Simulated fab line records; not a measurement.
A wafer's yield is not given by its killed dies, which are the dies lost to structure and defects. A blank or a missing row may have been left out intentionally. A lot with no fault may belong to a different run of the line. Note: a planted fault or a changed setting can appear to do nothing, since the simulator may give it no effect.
Which tool did it? -- flow nand_harc -- 17 wafers from 6 lots sampled at 4 of the route's 1302 steps

WHAT THE GAUGES SHOWED, per wafer
NHARC_A_ONON_D2_THK_MEAS_14: measures by ellipsometry.
lot,measured,on,thk_nm (nm)
L741,day 14 06:27,film_metro-01,994 991 993
L743,day 15 01:42,film_metro-01,1004 1003 1004
L746,day 15 23:57,film_metro-01,999 998 998
L751,day 18 23:37,film_metro-01,667 994
L757,day 20 17:09,film_metro-02,996 995 996
L760,day 22 01:15,film_metro-01,996 995 994

WHAT TOOL EACH LOT RAN ON (gives the tool, then ch and the chambers of the sampled wafers, and finally the start)
lot,NHARC_A_CHANNEL_HOLE_D1_ETCH_16,NHARC_A_CHANNEL_HOLE_D1_ETCH_25,NHARC_A_ONON_D2_DEP_12
L741,"rie_diel-04 ch 0,1,3, day 10 08:01 or earlier","har_etch-02 ch 0,1, day 10 08:01","pecvd_onon-01 ch 0, day 14 05:56"
L743,"rie_diel-12 ch 0,1,2, day 11 07:35 or earlier","har_etch-01 ch 0,1, day 11 07:35","pecvd_onon-04 ch 0, day 15 01:11"
L746,"rie_diel-12 ch 0,1, day 12 05:44 or earlier","har_etch-01 ch 0,1, day 12 05:44","pecvd_onon-04 ch 0, day 15 23:29"
L751,"rie_diel-02 ch 0,1, day 15 00:04 or earlier","har_etch-01 ch 0,1, day 15 00:04","pecvd_onon-02 ch 0, day 18 23:07"
L757,"rie_diel-12 ch 2,3, day 16 22:22 or earlier","har_etch-01 ch 0,1, day 16 22:22","pecvd_onon-01 ch 0, day 20 16:45"
L760,"rie_diel-02 ch 0,2,3, day 18 00:26 or earlier","har_etch-01 ch 0,1, day 18 00:26","pecvd_onon-01 ch 0, day 22 00:52"
- NHARC_A_CHANNEL_HOLE_D1_ETCH_16: etches the open film in O2/COS, target depth 3100 nm, time 806 s.
- NHARC_A_CHANNEL_HOLE_D1_ETCH_25: etches the open film in C4F8/O2/Ar, time 1040.2 s, target depth 1500 nm.
- NHARC_A_ONON_D2_DEP_12: target thk 1000 nm.

THE ANSWER, worked out from the rows above alone
Rule: usual is defined by the lots themselves. The widest of any qualifying gaps counts: lots, ordered by their means at a reading, are off when they make up no more than a third of the lots, leave a main group of 4 or more, and stand apart from it by 3 or more times the standard deviation of that group's means. Not used: any main group whose means are identical at the precision the tables above print for the reading. A lot without any number at a reading at which 4 lots or more have one is off too. All remaining lots with rows at the step are treated as sound.
Off: L751, at NHARC_A_ONON_D2_THK_MEAS_14 (thk_nm). The main group: mean 997 nm, standard deviation 3.8.
If a tool, at a process step before that reading, ran all the lots that are off and no sound lot after the first of them, it fits. The gauges at NHARC_A_ONON_D2_THK_MEAS_14 are tried like those tools. NHARC_A_CHANNEL_HOLE_D1_ETCH_16: start missing for some lots; hours and lot order therefore follow NHARC_A_CHANNEL_HOLE_D1_ETCH_25. One candidate fits, namely pecvd_onon-02 at NHARC_A_ONON_D2_DEP_12. It ran no sound lot before its first lot that is off in this sample, so the start can't be narrowed down.

WHAT THE SIMULATOR HAD INSERTED
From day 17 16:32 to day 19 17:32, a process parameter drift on pecvd_onon-02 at NHARC_A_ONON_D2_DEP_12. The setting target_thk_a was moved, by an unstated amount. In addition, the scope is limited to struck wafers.
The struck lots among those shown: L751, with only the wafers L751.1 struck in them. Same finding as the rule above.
